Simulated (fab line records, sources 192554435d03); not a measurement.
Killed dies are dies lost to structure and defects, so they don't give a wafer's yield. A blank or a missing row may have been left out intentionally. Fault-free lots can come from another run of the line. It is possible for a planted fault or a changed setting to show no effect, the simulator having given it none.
Chamber matching || flow n5Finfet || 4 sister chambers for N5_BEOL_M13_ETCH_67 on rieDiel-06
The step etches SiARC in CF4, target depth 143 nm, time 238.3 s. 4 wafers are shown with their chamber, then 8 later ones without.

## WAFERS, EACH WITH ITS CHAMBER
{"wafer": "L078.1", "chamber": 2, "showerheadPlenumPTorr (Torr)": 2.21}
{"wafer": "L080.5", "chamber": 0, "showerheadPlenumPTorr (Torr)": 2.10}
{"wafer": "L082.1", "chamber": 3, "showerheadPlenumPTorr (Torr)": 2.27}
{"wafer": "L086.3", "chamber": 1, "showerheadPlenumPTorr (Torr)": 2.06}

## WAFERS WITHOUT THEIR CHAMBER
{"wafer": "L086.5", "showerheadPlenumPTorr (Torr)": 2.27}
{"wafer": "L086.6", "showerheadPlenumPTorr (Torr)": 2.20}
{"wafer": "L094.1", "showerheadPlenumPTorr (Torr)": 2.20}
{"wafer": "L094.3", "showerheadPlenumPTorr (Torr)": 2.27}
{"wafer": "L094.4", "showerheadPlenumPTorr (Torr)": 2.05}
{"wafer": "L096.1", "showerheadPlenumPTorr (Torr)": 2.05}
{"wafer": "L096.5", "showerheadPlenumPTorr (Torr)": 2.27}
{"wafer": "L096.6", "showerheadPlenumPTorr (Torr)": 2.05}

## WHICH CHAMBER EACH WENT THROUGH
{"wafer": "L086.5", "from the rows above": 3, "in truth": 3}
{"wafer": "L086.6", "from the rows above": 2, "in truth": 2}
{"wafer": "L094.1", "from the rows above": 2, "in truth": 2}
{"wafer": "L094.3", "from the rows above": 3, "in truth": 3}
{"wafer": "L094.4", "from the rows above": 1, "in truth": 1}
{"wafer": "L096.1", "from the rows above": 1, "in truth": 1}
{"wafer": "L096.5", "from the rows above": 3, "in truth": 3}
{"wafer": "L096.6", "from the rows above": 1, "in truth": 1}
8 of 8 placed correctly. Left unplaced by these rows: 0. Placed wrongly: 0.
How it was worked out, from the rows above alone: a wafer's distance from a chamber is the root of the sum, over the readings, of the square of ((its reading less the chamber's mean) divided by the reading's scatter). If the next closest chamber is less than 2 further off than the closest, the wafer can't be placed; otherwise it belongs to the closest. A chamber's mean is the mean of its shown wafers. The scatter (one wafer shown for each chamber): square how far every hidden wafer sits from the nearest shown wafer, average those squares and take the square root.
